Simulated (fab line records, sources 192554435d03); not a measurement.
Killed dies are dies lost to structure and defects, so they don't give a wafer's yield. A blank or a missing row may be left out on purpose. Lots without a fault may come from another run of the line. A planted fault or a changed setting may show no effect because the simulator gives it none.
Chamber matching | flow n5_finfet | N5_BEOL_M15_TRENCH_ETCH_34 on rie_diel-04: 4 sister chambers
The step etches SiO2 in C4F8/O2/Ar, target depth 872.93 nm, time 199 s. 14 wafers are shown with their chamber, then 7 later ones without.

WAFERS WITH THEIR CHAMBER
wafer  | chamber | drypump_motor_current_A (A) | throttle_valve_pct (%) | rf_vpp_V (V)
L296.2 | 3       | 5.1                         | 31.30                  | 2195
L296.3 | 2       | 6.5                         | 31.10                  | 2196
L296.6 | 2       | 6.5                         | 31.09                  | 2196
L298.1 | 2       | 6.5                         | 31.09                  | 2197
L298.3 | 0       | 5.6                         | 30.99                  | 2230
L298.4 | 2       | 6.5                         | 31.10                  | 2197
L300.1 | 0       | 5.6                         | 31.01                  | 2230
L300.2 | 3       | 5.1                         | 31.28                  | 2192
L300.5 | 0       | 5.6                         | 31.01                  | 2229
L302.1 | 1       | 5.9                         | 30.68                  | 2258
L302.3 | 2       | 6.6                         | 31.10                  | 2196
L302.5 | 0       | 5.6                         | 31.00                  | 2229
L310.1 | 3       | 5.1                         | 31.30                  | 2193
L310.2 | 2       | 6.5                         | 31.10                  | 2194

SIGNATURES (means of the wafers above)
reading                 | chamber 0 | chamber 1 | chamber 2 | chamber 3 | scatter within a chamber
drypump_motor_current_A | 5.600     | 5.900     | 6.517     | 5.100     | 0.0289
throttle_valve_pct      | 31.0025   | 30.6800   | 31.0967   | 31.2933   | 0.00822
rf_vpp_V                | 2229.50   | 2258.00   | 2196.00   | 2193.33   | 1.08
Rule: a wafer's distance from a chamber is the root of the sum, over the readings, of the square of ((its reading less the chamber's mean) divided by the reading's scatter). The wafer belongs to the nearest chamber; if the next one is less than 2 further off, it can't be placed. The scatter: the root of (the sum of the squares of (reading less its chamber's mean) over the shown wafers, divided by (wafers less chambers)).

WAFERS WITHOUT THEIR CHAMBER
wafer  | drypump_motor_current_A (A) | throttle_valve_pct (%) | rf_vpp_V (V)
L310.4 | 5.9                         | 30.69                  | 2257
L313.1 | 6.5                         | 31.12                  | 2196
L313.4 | 5.6                         | 31.02                  | 2229
L313.5 | 6.5                         | 31.11                  | 2195
L316.1 | 6.5                         | 31.13                  | 2195
L316.4 | 5.6                         | 31.03                  | 2227
L316.5 | 6.6                         | 31.13                  | 2194

WHICH CHAMBER EACH WENT THROUGH
wafer  | from the rows above | in truth
L310.4 | 1                   | 1
L313.1 | 2                   | 2
L313.4 | 0                   | 0
L313.5 | 2                   | 2
L316.1 | 2                   | 2
L316.4 | 0                   | 0
L316.5 | 2                   | 2
Placed correctly: 7 of 7. Can't be placed from these rows: 0. Placed wrongly: 0.
